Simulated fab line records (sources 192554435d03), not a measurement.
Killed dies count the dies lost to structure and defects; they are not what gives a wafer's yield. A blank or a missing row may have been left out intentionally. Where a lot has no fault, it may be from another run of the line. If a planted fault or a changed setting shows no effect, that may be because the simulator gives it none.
Code-filled problem report in 8D (eight disciplines) form + flow n5Finfet + the parts of the form that need people (team, actions taken, sign-off) are left out

== 1. THE PROBLEM ==
Mean of spinSpeedRpm at N5_BEOL_M2_COAT_62: 1571.2 rpm across 6 wafers in 2 lots; on wafers with no fault it is 1500.1 rpm (standard deviation 0.78). That is +91 standard deviations from the usual mean.
The step: time 60 s, resist thk 12 nm.
Seen first at day 8 03:41 on lithoTrack-03, wafer L740.2. The record has a number at this step for 30 wafers belonging to 10 lots. The rule behind "out" and "out of limits": a value lying over 4 standard deviations away from the usual mean. The rest of the wafers with a number are treated as sound.

== 2. WHAT IT IS AND WHAT IT IS NOT ==
| question                    | is                     | is not                                                                                 |
|-----------------------------|------------------------|----------------------------------------------------------------------------------------|
| which readings at this step | spinSpeedRpm           | chillPlateTempC                                                                        |
| which lots                  | L740, L741             | L734, L735, L736, L739, L751, L754, L755, L756                                         |
| which wafers of those lots  | all that have a number | -                                                                                      |
| read on which tools         | lithoTrack-03          | lithoTrack-04, lithoTrack-05                                                           |
| when                        | from day 8 03:41       | up to then (12 sound wafers); but 12 sound wafers of L751, L754, L755, L756 came after |

== 3. THE SUSPECTS, EACH WITH WHAT RULES IT OUT ==
Counting: a tool stays on the suspect list if, at a process step up to the reading, it processed all lots that are out and no sound lot following the first of them.
- lithoTrack-03 at N5_BEOL_M2_COAT_62 (time 60 s, resist thk 12 nm): ruled out as a lasting fault. Sound lots L754, L756 ran on it after its first lot that is out, L740 (day 8 03:41).
Left after counting: nothing in the record.

== 4. THE CAUSE (what the simulator had put in) ==
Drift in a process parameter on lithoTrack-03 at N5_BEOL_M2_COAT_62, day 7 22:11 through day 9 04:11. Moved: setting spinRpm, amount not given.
Counting ruled it out, wrongly.

== 5. SEQUENCE OF EFFECTS, ordered by route ==
One row per reading whose mean, taken over the struck wafers that have a number, lies over 3 standard deviations from the usual. Readings are gone through only where the record gives a usual standard deviation; hours: the median, over the lots, of the time from a lot's start at the first step in this table giving one to that lot's start at this step; sigmas: the change measured in usual standard deviations.
| hours | step               | reading      | usual      | on struck wafers | change | sigmas |
|-------|--------------------|--------------|------------|------------------|--------|--------|
| 0     | N5_BEOL_M2_COAT_62 | spinSpeedRpm | 1500.1 rpm | 1571.2           | +71.1  | +91    |
It contains these process steps:
- N5_BEOL_M2_COAT_62: time 60 s, resist thk 12 nm.
Later steps that measure or inspect, where all struck wafers having a row at the step show a number for every such reading and not one has moved that far: N5_BEOL_M2_CD_MEAS_11, N5_BEOL_M2_OVL_MEAS_12, N5_BEOL_M4_RC_MEAS_101.

== 6. HOW IT WOULD HAVE BEEN CAUGHT EARLIER ==
First out-of-limits reading in this record: day 8 03:41, which is 6 hours after fault onset at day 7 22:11.
